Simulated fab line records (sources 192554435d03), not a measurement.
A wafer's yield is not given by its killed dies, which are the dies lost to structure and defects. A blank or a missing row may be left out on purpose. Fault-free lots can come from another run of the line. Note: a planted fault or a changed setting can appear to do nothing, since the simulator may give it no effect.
Matching of chambers ; flow n5 finfet ; 6 sister chambers for N5_BEOL_M11_PRECLEAN_42 on wet bench-06
The step cleans in residue remover, time 60 s. 14 wafers are shown with their chamber, then 6 later ones without.

## WAFERS PAIRED WITH THEIR CHAMBERS
wafer;chamber;bath heat duty pct (%)
L282.2;4;3.6
L282.4;6;5.3
L282.5;7;3.8
L283.1;7;3.6
L283.3;3;4.0
L283.5;6;4.7
L284.2;2;4.0
L284.3;5;4.2
L284.6;6;4.9
L285.3;7;4.2
L285.4;2;3.7
L285.5;4;4.5
L288.3;3;4.1
L288.4;5;5.4

SIGNATURES (means of the wafers above)
reading;chamber 2;chamber 3;chamber 4;chamber 5;chamber 6;chamber 7;scatter within a chamber
bath heat duty pct;3.850;4.050;4.050;4.800;4.967;3.867;0.44
Rule: a wafer lies at a distance from a chamber equal to the root of the sum of squares, over the readings, of (its reading less the chamber's mean, divided by the reading's scatter). The wafer belongs to the nearest chamber; if the next one is less than 2 further off, it can't be placed. The scatter is the square root of a quotient: the sum, over the shown wafers, of each reading's squared deviation from its chamber's mean, divided by wafers minus chambers.

## WAFERS WITHOUT THEIR CHAMBER
wafer;bath heat duty pct (%)
L288.6;3.7
L291.1;4.2
L291.2;3.6
L291.4;3.4
L300.1;5.2
L300.5;4.6

## WHICH CHAMBER EACH ONE RAN IN
wafer;from the rows above;in truth
L288.6;can't be placed: 2 or 7 or 3 or 4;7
L291.1;can't be placed: 3 or 4 or 7 or 2 or 5 or 6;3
L291.2;can't be placed: 2 or 7 or 3 or 4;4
L291.4;can't be placed: 2 or 7 or 3 or 4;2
L300.1;can't be placed: 6 or 5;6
L300.5;can't be placed: 5 or 6 or 3 or 4 or 7 or 2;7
Correct placement for 0 of the 6. From these rows, 6 cannot be placed; in 6 the true chamber is one of the candidates. Placed wrongly: 0.
